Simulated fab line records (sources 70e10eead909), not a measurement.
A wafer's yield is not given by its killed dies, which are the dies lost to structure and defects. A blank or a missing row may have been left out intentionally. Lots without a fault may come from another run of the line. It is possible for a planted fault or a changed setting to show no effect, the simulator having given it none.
A lot that was struck, set against a sound lot :: flow nand_harc :: 15 out of 1302 route steps
Sound: these wafers, L925.1, L925.3, L925.5. Wafers L936.2, L936.4, L936.6 were the ones struck. The cause is named last.
Per side, at each step with rows, come the tool, then ch with its chambers, and then its first start. Under that, the readings that differ: sound wafers :: struck wafers :: difference of the means :: sigmas: that difference in standard deviations of wafers without a fault.
alike: a reading whose means differ by less than 2 such deviations, as well as words and numbers matching on both sides. not compared: withheld readings; readings where some wafer has no value; bounds like >300 that might hide an equal value; numbers whose values overlap and for which the record gives no deviation.
The two part at a step that has a row with sigmas, a row that says differs or no value, or rows on one side only. Non-overlapping numbers with no deviation appear without sigmas and do not part them. A reading that every wafer of one side lacks parts them only if that side has two wafers or more.

first, 8 steps without rows for these wafers: NHARC_P_GATE_DEHYDRATE_38 (time 120 s); NHARC_P_GATE_HMDS_39 (time 30 s); NHARC_P_GATE_COAT_40; NHARC_P_GATE_SOFTBAKE_41 (time 95 s); NHARC_P_GATE_EBR_42; NHARC_P_GATE_EXPOSE_43 (exposes mask P NSD, target cd 720 nm); NHARC_P_GATE_PEB_44 (peb time 85 s); NHARC_P_GATE_DEVELOP_45 (time 70 s).
NHARC_P_GATE_CD_MEAS_46: target cd 720 nm.
  sound on cd_sem-02 ch 0, day 6 07:31; struck on cd_sem-03 ch 0, day 11 02:17
  alike: cd_nm
then, 1 step without rows for these wafers: NHARC_P_GATE_HARDBAKE_47 (time 80 s).
NHARC_P_GATE_DESCUM_48: chemistry O2, time 3 s.
  sound on rie_diel-10 ch 0,1,3, day 6 07:42; struck on rie_diel-07 ch 0,1,2, day 11 02:26
  alike: drypump_motor_current_A, oes_product_au, rf_vpp_V, showerhead_plenum_p_Torr, throttle_valve_pct
  not compared: rf_hours_counter_h
after that, 1 step had no rows for these wafers: NHARC_P_GATE_IMPLANT_49.
NHARC_P_GATE_STRIP_111: strips in N2/H2, time 250 s.
  sound on plasma_asher-02 ch 0, day 6 08:07; struck on plasma_asher-01 ch 0,1, day 11 02:52
  no value came back on the struck wafers for drypump_motor_current_A (A), heater_power_w (W), rf_refl_power_W (W); on the sound wafers drypump_motor_current_A (A) reads 5.5 5.5 5.5
  not compared: rf_hours_counter_h
NHARC_P_GATE_STRIP_75: strips in O2.
  sound on plasma_asher-02 ch 0, day 6 08:22; struck on plasma_asher-01 ch 0,1, day 11 03:07
reading: rf_refl_power_W (W)
sound: 20 19 18
struck: 12 12 12
difference: -7
sigmas: -2
  alike: drypump_motor_current_A, heater_power_w
  not compared: rf_hours_counter_h
-- break in the record here, with 19 days between the starts of the struck wafers on either side (left off in module P_GATE, picked up again in module END, where the first step shown is number 1302 on the route) --
NHARC_END_SORT_01:
  sound on prober-02 ch 0, day 25 01:15; struck on prober-02 ch 0, day 30 06:18
reading: killed_at_array
sound: 34 24 21
struck: 80 72 77
difference: +50
sigmas: +2

reading: killed_dies
sound: 34 27 23
struck: 86 79 82
difference: +54
sigmas: +3
  alike: killed_at_other, killed_at_periphery, killed_open, killed_short

== WHERE THEY PART ==
Last at NHARC_END_SORT_01 as far as this record goes, first at NHARC_P_GATE_STRIP_111.

WHY: whatever the simulator had introduced
Step skipped in full: plasma_asher-01, at NHARC_P_GATE_STRIP_111, from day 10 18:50 onward. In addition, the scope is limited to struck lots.
